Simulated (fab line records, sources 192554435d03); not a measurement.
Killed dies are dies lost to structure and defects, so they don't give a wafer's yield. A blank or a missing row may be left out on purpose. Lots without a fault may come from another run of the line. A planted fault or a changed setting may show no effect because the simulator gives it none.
Which tool did it? | flow n5_finfet | 10 lots, 30 wafers sampled, at 5 steps of a route of 1938

WHAT THE GAUGES READ, wafer by wafer
N5_BEOL_M9_CD_MEAS_11: target cd 64.1 nm.
lot  | measured     | on        | cd_nm (nm)
L652 | day 11 17:14 | cd_sem-01 | 64.1 64.0 63.7
L656 | day 12 13:59 | cd_sem-03 | 64.4 64.0 64.5
L659 | day 13 15:18 | cd_sem-01 | 63.6 63.7 63.9
L662 | day 13 19:37 | cd_sem-03 | 64.0 64.3 64.6
L665 | day 14 19:13 | cd_sem-03 | 63.3 64.0 63.7
L664 | day 14 19:48 | cd_sem-01 | 63.8 63.7 63.8
L668 | day 15 16:20 | cd_sem-03 | 63.7 63.6 62.9
L666 | day 15 18:27 | cd_sem-02 | 64.4 64.0 64.3
L669 | day 15 21:32 | cd_sem-03 | 64.6 65.2 64.9
L670 | day 15 22:29 | cd_sem-02 | 63.8 65.0 64.7

N5_BEOL_M9_INSPECT_30: inspects for defects (brightfield).
lot  | measured     | on                | raw_defect_count
L652 | day 11 19:44 | defect_inspect-02 | 456 543 980
L656 | day 12 15:10 | defect_inspect-01 | 392 325 802
L659 | day 13 17:44 | defect_inspect-02 | 469 392 484
L662 | day 13 22:25 | defect_inspect-02 | 395 341 450
L665 | day 14 22:25 | defect_inspect-01 | 461 365 400
L664 | day 14 22:50 | defect_inspect-01 | 406 384 342
L668 | day 15 17:32 | defect_inspect-01 | 383 372 439
L666 | day 15 19:56 | defect_inspect-02 | 420 406 388
L669 | day 15 23:24 | defect_inspect-01 | 418 315 295
L670 | day 16 00:43 | defect_inspect-02 | 293 316 281

WHICH TOOL RAN EACH LOT (tool, then ch and the chambers of the sampled wafers, then the start)
lot  | N5_BEOL_M9_ETCH_61                 | N5_BEOL_M9_HM_OPEN_17             | N5_BEOL_M9_STRIP_19
L652 | rie_diel-05 ch 1,2,3, day 11 17:39 | rie_metal-01 ch 0,1, day 11 17:53 | rie_diel-02 ch 0,1,2, day 11 18:00
L656 | rie_diel-05 ch 1,2,3, day 12 14:07 | rie_metal-03 ch 0,1, day 12 14:21 | rie_diel-05 ch 0,2,3, day 12 14:28
L659 | rie_diel-02 ch 0,1,3, day 13 15:26 | rie_metal-02 ch 0,1, day 13 15:44 | rie_diel-06 ch 0,1,2, day 13 15:50
L662 | rie_diel-06 ch 0,1,3, day 13 19:44 | rie_metal-01 ch 0,1, day 13 19:58 | rie_diel-06 ch 1,2,3, day 13 20:05
L665 | rie_diel-05 ch 0,1,3, day 14 19:21 | rie_metal-03 ch 0,1, day 14 19:35 | rie_diel-05 ch 1,2,3, day 14 19:41
L664 | rie_diel-06 ch 0,1,3, day 14 19:55 | rie_metal-02 ch 1, day 14 20:10   | rie_diel-05 ch 0,1, day 14 20:17
L668 | rie_diel-02 ch 0,2,3, day 15 16:33 | rie_metal-02 ch 1, day 15 16:47   | rie_diel-02 ch 0,3, day 15 16:54
L666 | rie_diel-05 ch 0,1,3, day 15 18:34 | rie_metal-03 ch 0,1, day 15 18:50 | rie_diel-06 ch 0,1,3, day 15 18:55
L669 | rie_diel-05 ch 0,1, day 15 21:40   | rie_metal-01 ch 0,1, day 15 22:01 | rie_diel-05 ch 0,1, day 15 22:08
L670 | rie_diel-06 ch 1,2,3, day 15 22:50 | rie_metal-01 ch 0,1, day 15 23:04 | rie_diel-06 ch 0,1, day 15 23:11
- N5_BEOL_M9_ETCH_61: etches SiARC in CF4, target depth 39 nm, time 65 s.
- N5_BEOL_M9_HM_OPEN_17: chemistry Cl2/BCl3, target TiN, target depth 20 nm, overetch 6 nm.
- N5_BEOL_M9_STRIP_19: strips in O2.

WHAT THE TOOLS THEMSELVES READ (means of the sampled wafers that have a number; where no wafer has one, the mark that the record gives instead)
N5_BEOL_M9_ETCH_61.
lot  | tool        | cf4_flow_sccm (sccm) | drypump_motor_current_A (A) | etch_rf_on_time_s (s) | oes_product_au (a.u.) | rf_fwd_power_W (W) | rf_vpp_V (V) | showerhead_plenum_p_Torr (Torr) | throttle_valve_pct (%)
L652 | rie_diel-05 | 100.01               | 5.6                         | 63.7                  | 0.70                  | 536.1              | 184.5        | 2.13                            | 15.50
L656 | rie_diel-05 | 99.93                | 5.6                         | 64.5                  | 0.69                  | 537.0              | 183.3        | 2.13                            | 15.51
L659 | rie_diel-02 | 99.80                | 5.8                         | 65.0                  | 0.68                  | 538.9              | 184.7        | 2.18                            | 15.69
L662 | rie_diel-06 | 100.11               | 5.6                         | 63.9                  | 0.69                  | 539.0              | 184.5        | 2.16                            | 15.69
L665 | rie_diel-05 | 99.58                | 5.6                         | 65.0                  | 0.68                  | 538.3              | 183.2        | 2.10                            | 15.60
L664 | rie_diel-06 | 99.66                | 5.6                         | 64.6                  | 0.68                  | 540.0              | 184.1        | 2.16                            | 15.71
L668 | rie_diel-02 | 99.84                | 5.5                         | 65.3                  | 0.67                  | 538.9              | 183.6        | 2.12                            | 15.59
L666 | rie_diel-05 | 99.91                | 5.6                         | 64.4                  | 0.67                  | 539.8              | 184.2        | 2.10                            | 15.61
L669 | rie_diel-05 | 100.07               | 5.5                         | 64.3                  | 0.66                  | 539.7              | 183.5        | 2.10                            | 15.66
L670 | rie_diel-06 | 100.04               | 5.7                         | 65.2                  | 0.65                  | 538.8              | 183.9        | 2.09                            | 15.83

N5_BEOL_M9_HM_OPEN_17.
lot  | tool         | drypump_motor_current_A (A) | oes_product_au (a.u.) | rf_fwd_power_W (W) | throttle_valve_pct (%)
L652 | rie_metal-01 | 6.1                         | 0.67                  | 994                | 22.04
L656 | rie_metal-03 | 5.5                         | 0.71                  | 988                | 22.14
L659 | rie_metal-02 | 5.4                         | 0.66                  | 992                | 22.34
L662 | rie_metal-01 | 6.2                         | 0.60                  | 994                | 22.07
L665 | rie_metal-03 | 5.5                         | 0.66                  | 993                | 22.24
L664 | rie_metal-02 | 5.7                         | 0.75                  | 990                | 22.18
L668 | rie_metal-02 | 5.7                         | 0.75                  | 995                | 22.17
L666 | rie_metal-03 | 5.6                         | 0.68                  | 994                | 22.15
L669 | rie_metal-01 | 6.1                         | 0.75                  | 992                | 21.97
L670 | rie_metal-01 | 6.1                         | 0.75                  | 993                | 21.97

N5_BEOL_M9_STRIP_19.
lot  | tool        | drypump_motor_current_A (A) | oes_product_au (a.u.) | rf_vpp_V (V) | showerhead_plenum_p_Torr (Torr) | throttle_valve_pct (%)
L652 | rie_diel-02 | 5.7                         | 0.84                  | 4.5          | 2.12                            | 16.66
L656 | rie_diel-05 | 5.9                         | 0.76                  | 4.5          | 2.09                            | 16.56
L659 | rie_diel-06 | 5.8                         | 0.73                  | 3.5          | 2.04                            | 17.01
L662 | rie_diel-06 | 5.7                         | 0.78                  | 4.2          | 2.05                            | 16.87
L665 | rie_diel-05 | 5.6                         | 0.79                  | 4.1          | 2.07                            | 16.58
L664 | rie_diel-05 | 5.5                         | 0.78                  | 3.2          | 2.04                            | 16.65
L668 | rie_diel-02 | 5.4                         | 0.83                  | 3.9          | 2.11                            | 16.52
L666 | rie_diel-06 | 5.6                         | 0.78                  | 3.5          | 2.11                            | 16.77
L669 | rie_diel-05 | 5.9                         | 0.73                  | 2.9          | 2.06                            | 16.71
L670 | rie_diel-06 | 5.8                         | 0.75                  | 4.0          | 2.10                            | 16.93

THE ANSWER, worked out from the rows above alone
Rule: what is usual is taken from the lots themselves. Put in order of their means at a reading, lots are off if they are a third of the lots or fewer, leave a main group of 4 or more, and stand apart from it by a gap of 3 or more times the standard deviation of the main group's means; of several such gaps the widest counts. A main group whose means are all the same, to the digits that the tables above print for the reading, isn't used. A lot without any number at a reading at which 4 lots or more have one is off too. The other lots that the step has rows for count as sound. The gauges are gone through in route order, then the tools' own readings, and for those a lot's mean is taken as printed above. The first step at which some lot is off is used, and at that step the reading that is off furthest; a lot without a number counts as furthest.
No lot is off at any reading shown: from this, nothing can be told.

WHAT THE SIMULATOR HAD PUT IN
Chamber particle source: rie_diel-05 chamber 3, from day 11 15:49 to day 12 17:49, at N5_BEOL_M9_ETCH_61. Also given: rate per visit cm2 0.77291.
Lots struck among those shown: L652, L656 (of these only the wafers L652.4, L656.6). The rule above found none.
